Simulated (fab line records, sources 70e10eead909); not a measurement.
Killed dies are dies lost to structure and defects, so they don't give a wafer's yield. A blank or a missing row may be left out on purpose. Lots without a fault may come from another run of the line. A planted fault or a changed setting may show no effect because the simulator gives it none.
A struck lot beside a sound one | flow nand_harc | 21 steps out of a route of 1159
Sound: wafers L143.1, L143.3, L143.6. Struck: wafers L141.3, L141.5, L141.6. The cause comes at the end.
At each step with rows: each side's tool, then ch and its chambers, then its first start. Under that, the readings that differ: sound wafers | struck wafers | difference of the means | sigmas: that difference in standard deviations of wafers without a fault.
alike: readings whose means differ by less than 2 such deviations, and words and numbers that are the same on both sides. not compared: withheld readings, readings that some wafer has no value for, bounds like >300 that may hide the same value, and numbers for which the record gives no deviation and whose values overlap.
The two part at a step that has a row with sigmas, a row that says differs or no value, or rows on one side only. Numbers that don't overlap but have no deviation are shown without sigmas and don't part them. A reading that every wafer of one side lacks parts them only if that side has two wafers or more.

NHARC_A_BLC_CMP_25: polishes, t overpolish 30 s, target thk 150 nm.
  sound on cmp-01 ch 2,3, day 20 10:07; struck on cmp-01 ch 1,2,3, day 20 04:16
  alike: motor_current_A, overpolish_run_s, time_to_endpoint_s
then, 1 step without rows for these wafers: NHARC_A_BLC_SRD_27.
NHARC_A_BLC_INSPECT_28:
  sound on defect_inspect-02, day 20 10:31; struck on defect_inspect-02, day 20 04:37
  alike: raw_defect_count
then, 8 steps without rows for these wafers: NHARC_A_M0_DEP_00 (deposits SiOC, target thk 150 nm); NHARC_A_M0_DEHYDRATE_01 (time 120 s); NHARC_A_M0_HMDS_02 (time 30 s); NHARC_A_M0_COAT_33 (time 65 s); NHARC_A_M0_COAT_03 (resist thk 90 nm); NHARC_A_M0_SOFTBAKE_04 (time 55 s); NHARC_A_M0_EBR_05; NHARC_A_M0_EXPOSE_06 (exposes mask A M0, target cd 80 nm).
NHARC_A_M0_PEB_07: peb time 65 s.
  sound on litho_track-01 ch 0, day 20 11:13; struck on litho_track-06 ch 0, day 20 05:26
  alike: resist_line_temp_C
then, 1 step without rows for these wafers: NHARC_A_M0_DEVELOP_08 (develop time 35 s).
NHARC_A_M0_CD_MEAS_09: target cd 80 nm.
  sound on cd_sem-02 ch 0, day 20 11:17; struck on cd_sem-01 ch 0, day 20 05:31
  reading    | sound          | struck         | difference | sigmas
  cd_nm (nm) | 79.6 79.0 80.2 | 82.2 82.4 81.9 | +2.6       | +4
NHARC_A_M0_OVL_MEAS_10: pitch 160 nm.
  sound on overlay-02, day 20 11:23; struck on overlay-01, day 20 05:36
  reading           | sound          | struck      | difference | sigmas
  overlay_y_nm (nm) | -1.8 -1.2 -1.9 | 0.9 1.1 1.8 | +2.9       | +3
  alike: overlay_x_nm
NHARC_A_M0_INSPECT_11:
  sound on defect_inspect-02, day 20 11:25; struck on defect_inspect-01, day 20 05:38
  alike: raw_defect_count
NHARC_A_M0_DESCUM_14: chemistry O2, time 3 s.
  sound on rie_diel-08 ch 2,3, day 20 11:29; struck on rie_diel-04 ch 1,2, day 20 05:43
  reading               | sound             | struck            | difference | sigmas
  model.A_M0.cd_nm (nm) | 79.51 79.65 80.08 | 82.39 81.97 81.79 | +2.30      |
  alike: drypump_motor_current_A, oes_product_au, rf_vpp_V, showerhead_plenum_p_Torr, throttle_valve_pct
  not compared: rf_hours_counter_h
NHARC_A_M0_ETCH_34: etches the open film in N2/H2, target depth 40 nm, overetch 12 nm, time 43.94 s.
  sound on rie_diel-08 ch 0,1,2, day 20 11:34; struck on rie_diel-04 ch 0,1,2, day 20 05:48
  alike: drypump_motor_current_A, oes_product_au, rf_vpp_V, showerhead_plenum_p_Torr, throttle_valve_pct
  not compared: rf_hours_counter_h
NHARC_A_M0_ETCH_15: etches the open film in C4F8/Ar, target depth 150 nm, overetch 15 nm, time 82.5 s.
  sound on rie_diel-08 ch 2,3; struck on rie_diel-04 ch 0,2,3
  reading               | sound             | struck            | difference | sigmas
  model.A_M0.cd_nm (nm) | 79.23 79.72 80.09 | 82.17 81.91 82.09 | +2.38      |
  alike: oes_product_au, rf_vpp_V
  not compared: rf_hours_counter_h
NHARC_A_M0_CD_MEAS_16:
  sound on cd_sem-02, day 20 11:47; struck on cd_sem-03, day 20 06:00
  reading    | sound          | struck         | difference | sigmas
  cd_nm (nm) | 79.3 79.7 80.2 | 82.2 81.9 82.1 | +2.3       | +3
-- the record jumps here: 2 days lie between the struck wafers' starts before and after (it left off in module A_M0 and takes up again in module END, whose first step shown is number 1159 of the route) --
NHARC_END_SORT_01:
  sound on prober-01 ch 0, day 22 00:02; struck on prober-02 ch 0, day 22 09:27
  reading         | sound | struck | difference | sigmas
  killed_at_other | 0 0 1 | 6 3 2  | +3         | +3
  alike: defect_limited_yield, killed_at_array, killed_at_periphery, killed_dies, killed_open, killed_short, sort_bin_2_pct, sort_bin_3_pct, sort_bin_4_pct, sort_n_pass, sort_rim_yield_pct, sort_yield_pct

WHERE THEY PART
First at NHARC_A_M0_CD_MEAS_09; last, within this record, at NHARC_END_SORT_01.

WHY: what the simulator had put in
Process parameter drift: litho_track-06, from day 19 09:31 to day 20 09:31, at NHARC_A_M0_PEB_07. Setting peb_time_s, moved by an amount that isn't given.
